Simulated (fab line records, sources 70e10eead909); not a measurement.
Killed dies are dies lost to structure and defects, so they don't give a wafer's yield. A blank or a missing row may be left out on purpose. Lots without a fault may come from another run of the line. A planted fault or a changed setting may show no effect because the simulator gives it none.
Which tool did it? | flow nand_harc | 15 lots, 45 wafers sampled, at 1 step of a route of 1302

WHAT THE GAUGES READ, wafer by wafer
NHARC_A_CHANNEL_HOLE_D1_CD_MEAS_18.
lot  | measured     | on        | cd_nm (nm)
L348 | day 8 18:11  | cd_sem-01 | 98.2 99.4 98.0
L350 | day 9 14:25  | cd_sem-02 | 99.6 98.1 99.4
L351 | day 9 16:32  | cd_sem-02 | 98.1 98.6 98.3
L353 | day 10 14:45 | cd_sem-02 | 99.3 97.5 98.8
L355 | day 11 21:48 | cd_sem-02 | 101.1 100.4 101.6
L356 | day 12 00:55 | cd_sem-02 | 100.6 102.2 100.9
L357 | day 12 09:08 | cd_sem-02 | 99.0 98.6 98.9
L358 | day 12 22:32 | cd_sem-02 | 98.5 97.9 98.0
L359 | day 13 06:47 | cd_sem-03 | 100.0 97.5 99.0
L366 | day 15 22:21 | cd_sem-01 | 101.9 98.6 101.5
L367 | day 16 16:14 | cd_sem-02 | 100.2 98.8 100.0
L368 | day 17 01:58 | cd_sem-02 | 99.9 99.9 98.7
L369 | day 17 08:20 | cd_sem-02 | 97.7 96.0 97.5
L370 | day 17 13:44 | cd_sem-03 | 100.6 100.1 97.8
L371 | day 18 08:59 | cd_sem-01 | 99.0 98.6 98.6

WHICH TOOL RAN EACH LOT (tool, then ch and the chambers of the sampled wafers, then the start)
The record holds no process step before these readings.

WHAT THE TOOLS THEMSELVES READ (means of the sampled wafers that have a number; where no wafer has one, the mark that the record gives instead)
The record holds no such reading with a usual standard deviation.

THE ANSWER, worked out from the rows above alone
Rule: what is usual is taken from the lots themselves. Put in order of their means at a reading, lots are off if they are a third of the lots or fewer, leave a main group of 4 or more, and stand apart from it by a gap of 3 or more times the standard deviation of the main group's means; of several such gaps the widest counts. A main group whose means are all the same, to the digits that the tables above print for the reading, isn't used. A lot without any number at a reading at which 4 lots or more have one is off too. The other lots that the step has rows for count as sound. The gauges are gone through in route order, then the tools' own readings, and for those a lot's mean is taken as printed above. The first step at which some lot is off is used, and at that step the reading that is off furthest; a lot without a number counts as furthest.
No lot is off at any reading shown: from this, nothing can be told.

WHAT THE SIMULATOR HAD PUT IN
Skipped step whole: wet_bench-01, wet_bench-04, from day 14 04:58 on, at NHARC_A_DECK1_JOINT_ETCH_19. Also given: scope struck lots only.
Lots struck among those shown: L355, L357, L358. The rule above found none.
